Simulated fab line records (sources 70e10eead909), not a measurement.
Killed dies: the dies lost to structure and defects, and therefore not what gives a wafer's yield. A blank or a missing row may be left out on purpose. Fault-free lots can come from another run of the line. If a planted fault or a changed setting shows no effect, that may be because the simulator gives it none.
A struck lot beside a sound one    flow nand harc    20 out of 1159 route steps
Sound: these wafers, L370.1, L370.3, L370.6. Struck: wafer L383.5 (left out: L383.3, a lot-mate that was not struck); the cause follows at the end.
Each step with rows lists, per side, the tool, then ch with its chambers, then its first start. Under that, the readings that differ: sound wafers    struck wafers    difference of the means    sigmas: that difference in standard deviations of wafers without a fault.
alike: words and numbers the same on both sides, and readings whose means are apart by under 2 such deviations; not compared: readings that were withheld, readings missing a value for some wafer, numbers with overlapping values and no deviation given by the record, and bounds like >300 which may hide the same value.
A row with sigmas, a row that says differs or no value, or rows on one side alone: a step with any of these is where the two part. Numbers that have no deviation but don't overlap get no sigmas and don't part them. A reading missing from all wafers of one side parts the sides only when that side holds two or more wafers.

NHARC_P_M0_INSPECT_27:
  sound: defect inspect-01 at day 6 03:36; struck: defect inspect-02 at day 9 17:39
  alike: raw defect count
NHARC_P_M0_PRE_CLEAN_31: time 12 s.
  sound on pecvd-01 ch 0,2, day 6 03:40; struck on pecvd-01 ch 2, day 9 17:44
  alike: heater power w, rf fwd power W
NHARC_P_M0_DEP_32: deposits SiCN, target thk 30 nm.
  sound on pecvd-01 ch 0,2, day 6 03:44; struck on pecvd-01 ch 2, day 9 17:50
  alike: heater power w, rf fwd power W
then, 8 steps without rows for these wafers: NHARC_P_M1_DEP_00 (deposits SiOC, target thk 182.5 nm); NHARC_P_M1_DEHYDRATE_01 (time 120 s); NHARC_P_M1_HMDS_02 (time 30 s); NHARC_P_M1_COAT_34 (time 65 s); NHARC_P_M1_COAT_03 (resist thk 90 nm); NHARC_P_M1_SOFTBAKE_04 (time 55 s); NHARC_P_M1_EBR_05; NHARC_P_M1_EXPOSE_06 (exposes mask P M1, target cd 130 nm).
NHARC_P_M1_PEB_07: peb time 65 s.
  sound on litho track-01 ch 0, day 6 04:56; struck on litho track-06 ch 0, day 9 18:58
reading                   sound              struck  difference  sigmas
heater power total W (W)  156.0 156.5 157.2  160.9   +4.3        +11
  alike: chill plate temp C
then, 1 step without rows for these wafers: NHARC_P_M1_DEVELOP_08 (develop time 35 s).
NHARC_P_M1_CD_MEAS_09 targets a cd of 130 nm.
  sound on cd sem-03 ch 0, day 6 05:01; struck on cd sem-03 ch 0, day 9 19:02
reading     sound              struck  difference  sigmas
cd nm (nm)  130.2 130.0 130.7  127.9   -2.4        -4
NHARC_P_M1_OVL_MEAS_10: pitch 260 nm.
  sound: overlay-02 at day 6 05:07; struck: overlay-01 at day 9 19:08
reading            sound        struck  difference  sigmas
overlay y nm (nm)  1.8 1.8 1.3  -2.1    -3.7        -4
  alike: overlay x nm
NHARC_P_M1_INSPECT_11:
  sound: defect inspect-01 at day 6 05:08; struck: defect inspect-01 at day 9 19:10
  alike: raw defect count
NHARC_P_M1_DESCUM_14: chemistry O2, time 3 s.
  sound on rie diel-11 ch 2,3, day 6 05:13; struck on rie diel-11 ch 2, day 9 19:13
reading                sound              struck  difference  sigmas
model.P_M1.cd nm (nm)  130.5 130.1 130.5  127.9   -2.5        
  alike: drypump motor current A, oes product au, rf vpp V, showerhead plenum p Torr, throttle valve pct
  not compared: rf hours counter h
NHARC_P_M1_ETCH_35: etches the open film in N2/H2, target depth 40 nm, overetch 12 nm, time 43.94 s.
  sound on rie diel-11 ch 0,3, day 6 05:17; struck on rie diel-11 ch 1, day 9 19:20
reading                 sound                 struck  difference  sigmas
oes product au (a.u.)   0.982 0.992 0.993     1.018   +0.029      +2
throttle valve pct (%)  14.166 14.191 14.177  14.155  -0.023      -2
  alike: drypump motor current A, n2 flow sccm, rf fwd power W, rf vpp V, showerhead plenum p Torr
  not compared: rf hours counter h
NHARC_P_M1_ETCH_15: etches the open film in C4F8/Ar, target depth 182.5 nm, time 91.2 s.
  sound on rie diel-11 ch 2,3; struck on rie diel-11 ch 1
reading                sound              struck  difference  sigmas
model.P_M1.cd nm (nm)  130.4 130.7 131.2  127.9   -2.9        
  alike: oes product au, rf fwd power W, rf vpp V
  not compared: rf hours counter h
NHARC_P_M1_CD_MEAS_16:
  sound: cd sem-01 at day 6 05:31; struck: cd sem-03 at day 9 19:35
reading     sound              struck  difference  sigmas
cd nm (nm)  130.5 130.7 131.1  127.5   -3.3        -3

WHERE THEY PART
First at NHARC_P_M1_PEB_07; last, within this record, at NHARC_P_M1_CD_MEAS_16.

WHY: what had been put in by the simulator
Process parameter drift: litho track-06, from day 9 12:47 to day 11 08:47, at NHARC_P_M1_PEB_07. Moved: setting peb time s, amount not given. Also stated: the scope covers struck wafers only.
